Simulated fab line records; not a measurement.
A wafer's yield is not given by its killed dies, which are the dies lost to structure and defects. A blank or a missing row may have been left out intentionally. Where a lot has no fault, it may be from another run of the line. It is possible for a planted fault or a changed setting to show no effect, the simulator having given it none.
A struck lot beside a sound one -- flow n5_finfet -- 15 out of 1938 route steps
Sound: wafers L224.1, L224.2, L224.3. Wafers struck: L235.1, L235.4, L235.5. Last of all comes the cause.
For every step that has rows: the tool of each side, followed by ch and its chambers, followed by its first start. Under that, the readings that differ: sound wafers -- struck wafers -- difference of the means -- sigmas: that difference in standard deviations of wafers without a fault.
alike: readings with means less than 2 such deviations apart, plus words and numbers identical on both sides. not compared: withheld readings, readings lacking a value on some wafer, bounds such as >300 that could conceal the same value, and numbers that have no deviation in the record and whose values overlap.
Wherever a step has rows on one side only, a row that says differs or no value, or a row with sigmas, the two part there. When numbers do not overlap yet have no deviation, they are printed without sigmas and do not part them. Lack of a reading on every wafer of one side parts them only where that side has two or more wafers.

first, 1 step without rows for these wafers: N5_BEOL_M1_SPUTTER_48 (material Cu, target thk 4.5 nm, time 8.29 s).
N5_BEOL_M1_ANNEAL_49: time 240 s.
  struck on pvd_sputter-02, day 10 19:17; sound on pvd_sputter-02, day 7 16:22
  alike: heater_power_w
then, 2 steps without rows for these wafers: N5_BEOL_M1_SPUTTER_79 (material Cu, target thk 4.5 nm, time 8.29 s); N5_BEOL_M1_ANNEAL_80 (time 240 s).
N5_BEOL_M1_SPUTTER_81: material Cu, target thk 4.5 nm, time 8.29 s.
  struck on pvd_sputter-02, day 10 19:39; sound on pvd_sputter-02, day 7 16:43
  alike: chamber_pressure_pa, throttle_valve_pct
N5_BEOL_M1_ANNEAL_82: time 240 s.
  struck on pvd_sputter-02, day 10 19:44; sound on pvd_sputter-02, day 7 16:48
  alike: heater_power_w
N5_BEOL_M1_SPUTTER_86: material Cu, target thk 4.5 nm, time 8.29 s.
  struck on pvd_sputter-02, day 10 19:52; sound on pvd_sputter-02, day 7 16:56
  alike: chamber_pressure_pa, throttle_valve_pct
then, 1 step without rows for these wafers: N5_BEOL_M1_ANNEAL_87 (time 240 s).
N5_BEOL_M1_SPUTTER_88: material Cu, target thk 4.5 nm, time 8.29 s.
  struck on pvd_sputter-02, day 10 20:05; sound on pvd_sputter-02, day 7 17:10
  alike: chamber_pressure_pa, throttle_valve_pct
then, 3 steps without rows for these wafers: N5_BEOL_M1_ANNEAL_89 (time 240 s); N5_BEOL_M1_SPUTTER_90 (material Cu, target thk 4.5 nm, time 8.29 s); N5_BEOL_M1_ANNEAL_91 (time 240 s).
N5_BEOL_M1_SPUTTER_92: material Cu, target thk 4.5 nm, time 8.29 s.
  struck on pvd_sputter-02, day 10 20:32; sound on pvd_sputter-02, day 7 17:36
reading,sound,struck,difference,sigmas
chamber_pressure_pa (Pa),0.06996 0.07017 0.07004,0.07729 0.07745 0.0773,+0.00729,+56
throttle_valve_pct (%),31.1 30.6 30.8,28.8 29.5 29.4,-1.6,-4
then, 1 step without rows for these wafers: N5_BEOL_M1_ANNEAL_93 (time 240 s).
N5_BEOL_M4_RC_MEAS_101:
  sound on prober-02 ch 0, day 9 19:10; struck on prober-01 ch 0, day 12 15:15
  alike: DIBL_N, DIBL_P, IOFF_N, IOFF_P, ION_N, ION_P, SS_N, SS_P, VT_N, VT_P

## WHERE THEY PART
Only at N5_BEOL_M1_SPUTTER_92, as far as this record shows. Later steps at which nothing parts them and some readings are alike: N5_BEOL_M4_RC_MEAS_101.

WHY: what had been put in by the simulator
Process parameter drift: pvd_sputter-02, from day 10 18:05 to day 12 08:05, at N5_BEOL_M1_SPUTTER_92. Setting chamber_pressure_pa shifted by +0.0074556 from 0.07. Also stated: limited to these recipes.
